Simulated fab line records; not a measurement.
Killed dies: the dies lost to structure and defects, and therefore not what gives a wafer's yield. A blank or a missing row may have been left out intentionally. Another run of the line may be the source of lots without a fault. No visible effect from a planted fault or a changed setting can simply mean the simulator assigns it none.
A lot that was struck, set against a sound lot | flow nand harc | 13 steps out of a route of 1302
Sound: these wafers, L110.1, L110.5, L110.6. Struck: wafers L126.3, L126.4, L126.6. The cause is given at the end.
Each step with rows lists, per side, the tool, then ch with its chambers, then its first start. Under that, the readings that differ: sound wafers | struck wafers | difference of the means | sigmas: that difference in standard deviations of wafers without a fault.
alike: same words and numbers on both sides, and readings whose means sit less than 2 such deviations apart. not compared: any withheld reading, any reading some wafer has no value for, any bound like >300 that may hide the same value, and any number with overlapping values for which the record gives no deviation.
The two part at a step that has a row with sigmas, a row that says differs or no value, or rows on one side only. When numbers do not overlap yet have no deviation, they are printed without sigmas and do not part them. A reading that every wafer of one side lacks parts them only if that side has two wafers or more.

first, 2 steps without rows for these wafers: NHARC_A_SOURCE_PLATE_SRD_01; NHARC_A_SOURCE_PLATE_OXIDE_02 (material SiO2, target thk 10 nm, ox time 1362 s).
NHARC_A_SOURCE_PLATE_THK_MEAS_09: measures by ellipsometry.
  sound on film metro-02 at day 7 23:28; struck on film metro-01 at day 14 15:14
  alike: thk nm
then, 3 steps without rows for these wafers: NHARC_A_SOURCE_PLATE_PVD_04 (deposits WSi2, target thk 50 nm); NHARC_A_SOURCE_PLATE_CVD_03 (deposits poly-Si, target thk 200 nm, time 4000 s); NHARC_A_SOURCE_PLATE_ANNEAL_05 (time 1800 s).
NHARC_A_SOURCE_PLATE_THK_MEAS_06: measures by ellipsometry.
  sound on film metro-01 at day 8 11:57; struck on film metro-02 at day 15 04:19
  alike: thk nm
NHARC_A_SOURCE_PLATE_INSPECT_08:
  sound on defect inspect-02 at day 8 12:03; struck on defect inspect-01 at day 15 04:25
  alike: raw defect count
after that, 1 step with no rows for these wafers: NHARC_A_ONON_D1_DEP_00 (target thk 1000 nm).
NHARC_A_ONON_D1_THK_MEAS_02: measures by ellipsometry.
  sound on film metro-02 at day 8 12:38; struck on film metro-01 at day 15 04:59
  alike: thk nm
NHARC_A_ONON_D1_DEP_03: target thk 1000 nm.
  sound on pecvd onon-02 ch 0, day 8 12:41; struck on pecvd onon-03 ch 0, day 15 05:10
  alike: susceptor temp C
NHARC_A_ONON_D1_THK_MEAS_05: measures by ellipsometry.
  sound on film metro-01 at day 8 13:12; struck on film metro-01 at day 15 05:44
  reading     | sound          | struck      | difference | sigmas
  thk nm (nm) | 1000 1001 1002 | 453 455 455 | -547       | -55
  not compared: hold
NHARC_END_SORT_01:
  the record has rows for the sound wafers here (prober-02 ch 0, day 24 22:26) and none for the struck ones

## WHERE THEY PART
At NHARC_A_ONON_D1_THK_MEAS_05 first; at NHARC_END_SORT_01 last (within this record only).

WHY: whatever the simulator had introduced
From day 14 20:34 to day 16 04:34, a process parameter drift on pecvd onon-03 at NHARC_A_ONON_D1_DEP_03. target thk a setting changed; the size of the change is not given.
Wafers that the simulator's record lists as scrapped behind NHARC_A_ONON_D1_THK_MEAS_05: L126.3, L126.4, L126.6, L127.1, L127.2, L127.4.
